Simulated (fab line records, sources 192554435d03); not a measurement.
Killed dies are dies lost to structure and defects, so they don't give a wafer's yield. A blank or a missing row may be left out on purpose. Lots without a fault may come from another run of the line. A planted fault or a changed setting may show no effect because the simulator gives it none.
Split-lot experiment | flow n5_finfet | 7 lots, 21 wafers read, on a route of 1938 steps

THE SPLIT
At N5_FIN_SAQP_EXPOSE_13 (exposes mask FIN CORE, target cd 35.6 nm), the setting dose_mj was moved away from the recipe's 63.25 on 6 of the 21 wafers read, by -7.3% to +5.6%. The other wafers ran this setting at the recipe's value.

FROM THE SPLIT TO THE READING: what the file shows between them, 2 steps
- N5_FIN_SAQP_PEB_14: peb time 60 s
- N5_FIN_SAQP_DEVELOP_15: develop time 30 s

THE READING
cd_nm, in nm, at N5_FIN_SAQP_CD_MEAS_16 (target cd 35.6 nm). Fault-free wafers of this fab line usually give 35.6 nm, standard deviation 0.31 nm.

wafer  | tool, chamber at the split | dose_mj as run | against the recipe | cd_nm, nm | against lot-mates on the recipe
L074.3 | arfi_scanner-02, 0         | 61.02          | -3.5%              | 36.6      | +1.0
L074.4 | arfi_scanner-02, 0         | 63.25          | recipe             | 35.5      | -
L074.5 | arfi_scanner-02, 0         | 63.25          | recipe             | 35.7      | -
L080.1 | arfi_scanner-01, 0         | 63.25          | recipe             | 35.8      | -
L080.2 | arfi_scanner-01, 0         | 63.25          | recipe             | 36.0      | -
L080.3 | arfi_scanner-01, 0         | 63.25          | recipe             | 35.0      | -
L083.1 | arfi_scanner-02, 0         | 63.25          | recipe             | 35.7      | -
L083.4 | arfi_scanner-02, 0         | 63.25          | recipe             | 35.8      | -
L083.6 | arfi_scanner-02, 0         | 63.25          | recipe             | 36.1      | -
L087.2 | arfi_scanner-03, 0         | 58.65          | -7.3%              | 37.5      | +2.1
L087.4 | arfi_scanner-03, 0         | 58.65          | -7.3%              | 38.1      | +2.7
L087.6 | arfi_scanner-03, 0         | 63.25          | recipe             | 35.4      | -
L090.3 | arfi_scanner-01, 0         | 63.25          | recipe             | 35.6      | -
L090.4 | arfi_scanner-01, 0         | 61.47          | -2.8%              | 36.3      | +0.7
L090.6 | arfi_scanner-01, 0         | 61.47          | -2.8%              | 36.6      | +1.0
L091.1 | arfi_scanner-02, 0         | 63.25          | recipe             | 36.1      | -
L091.5 | arfi_scanner-02, 0         | 66.78          | +5.6%              | 34.8      | -1.0
L091.6 | arfi_scanner-02, 0         | 63.25          | recipe             | 35.4      | -
L094.1 | arfi_scanner-01, 0         | 63.25          | recipe             | 35.4      | -
L094.3 | arfi_scanner-01, 0         | 63.25          | recipe             | 35.1      | -
L094.4 | arfi_scanner-01, 0         | 63.25          | recipe             | 35.4      | -

THE FIT
A straight line over all 21 wafers: cd_nm changes by -0.263 nm for each +1% of dose_mj; r = -0.90; the points scatter about the line by 0.35 nm.
The same after taking each lot's own level away (the mean of its wafers on the recipe; 21 wafers): -0.287 nm for each +1%; r = -0.94; scatter 0.3 nm.
On that fit, the largest move of dose_mj shifts the reading by 2.1 nm.
The lots' own levels span 35.30 to 35.87 nm, that is 1.8 times the standard deviation above.
So the lot-to-lot level changes the slope little: the two slopes agree.
Check: with one of the wafers moved furthest among these (-7.3%) left out of the fit, the line predicts +2.17 nm for it against its lot-mates. It came out at +2.1 nm against them.

OTHER SPLITS ON THESE WAFERS
These wafers also went through other splits before the reading. Each is held against what the fit with the lots' levels taken away leaves over:
other split on the same wafers | wafers away from the commonest value | r with cd_nm (lot level and that fit taken away)
N5_ZERO_LAYER_PECVD_02 time_s  | 9                                    | -0.21
N5_ZERO_LAYER_ETCH_18 icp_w    | 7                                    | +0.14
N5_WELL_APT_PEB_06 peb_time_s  | 4                                    | -0.08

THE FILE'S OWN FIT
cd_nm changes by -0.275 nm for each +1% of dose_mj, r = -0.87.
